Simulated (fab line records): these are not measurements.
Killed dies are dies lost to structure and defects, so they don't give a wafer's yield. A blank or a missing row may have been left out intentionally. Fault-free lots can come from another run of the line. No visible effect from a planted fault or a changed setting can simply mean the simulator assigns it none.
Chamber matching | flow nand_harc | NHARC_A_STAIRCASE_ETCH_169 on rie_diel-01 has 4 sister chambers
The step etches the open film in CH3F/O2, target depth 50 nm, time 107.1 s. 20 wafers are shown with their chamber, then 10 later ones without.

WAFERS WITH THEIR CHAMBER
wafer  | chamber | drypump_motor_current_A (A) | throttle_valve_pct (%) | oes_product_au (a.u.)
L074.2 | 2       | 5.7                         | 20.649                 | 0.943
L074.3 | 3       | 6.1                         | 20.656                 | 0.950
L074.5 | 2       | 5.7                         | 20.651                 | 0.929
L077.2 | 3       | 6.0                         | 20.659                 | 0.941
L077.3 | 1       | 5.9                         | 20.654                 | 0.926
L077.6 | 2       | 5.7                         | 20.668                 | 0.937
L076.1 | 2       | 5.7                         | 20.665                 | 0.929
L076.3 | 3       | 6.0                         | 20.673                 | 0.938
L076.6 | 3       | 6.0                         | 20.678                 | 0.944
L084.3 | 0       | 5.4                         | 20.657                 | 0.933
L084.4 | 2       | 5.6                         | 20.667                 | 0.957
L084.6 | 3       | 6.1                         | 20.678                 | 0.933
L087.4 | 0       | 5.4                         | 20.668                 | 0.920
L087.5 | 0       | 5.4                         | 20.672                 | 0.925
L087.6 | 3       | 6.1                         | 20.668                 | 0.922
L091.4 | 2       | 5.7                         | 20.675                 | 0.956
L091.5 | 0       | 5.4                         | 20.658                 | 0.974
L091.6 | 3       | 6.1                         | 20.648                 | 0.969
L090.3 | 1       | 5.9                         | 20.652                 | 0.927
L090.5 | 0       | 5.4                         | 20.651                 | 0.950

SIGNATURES, as means of the wafers listed above
reading                 | chamber 0 | chamber 1 | chamber 2 | chamber 3 | scatter within a chamber
drypump_motor_current_A | 5.400     | 5.900     | 5.683     | 6.057     | 0.0399
throttle_valve_pct      | 20.66120  | 20.65300  | 20.66250  | 20.66571  | 0.0101
oes_product_au          | 0.94040   | 0.92650   | 0.94183   | 0.94243   | 0.0158
Rule: for each reading, subtract the chamber's mean from the wafer's reading, divide by that reading's scatter and square the result; add these up over the readings and take the root, which gives the wafer's distance from the chamber. If the next closest chamber is less than 2 further off than the closest, the wafer can't be placed; otherwise it belongs to the closest. The scatter: take each reading less its chamber's mean, square it, sum over the shown wafers, divide by the number of wafers less the number of chambers, and take the root.

WAFERS WHOSE CHAMBER IS MISSING
wafer  | drypump_motor_current_A (A) | throttle_valve_pct (%) | oes_product_au (a.u.)
L090.6 | 6.1                         | 20.664                 | 0.939
L092.3 | 5.9                         | 20.659                 | 0.932
L092.4 | 5.7                         | 20.654                 | 0.952
L092.6 | 5.4                         | 20.665                 | 0.955
L094.4 | 6.1                         | 20.656                 | 0.950
L094.5 | 5.7                         | 20.650                 | 0.950
L094.6 | 5.9                         | 20.672                 | 0.936
L095.1 | 5.6                         | 20.653                 | 0.938
L095.5 | 5.4                         | 20.663                 | 0.933
L095.6 | 6.1                         | 20.666                 | 0.915

THE CHAMBER EACH PASSED THROUGH
wafer  | from the rows above | in truth
L090.6 | 3                   | 3
L092.3 | 1                   | 1
L092.4 | 2                   | 2
L092.6 | 0                   | 0
L094.4 | 3                   | 3
L094.5 | 2                   | 2
L094.6 | 1                   | 1
L095.1 | 2                   | 2
L095.5 | 0                   | 0
L095.6 | 3                   | 3
Correctly placed: 10 of 10. Number that these rows cannot place: 0. Wrongly placed: 0.
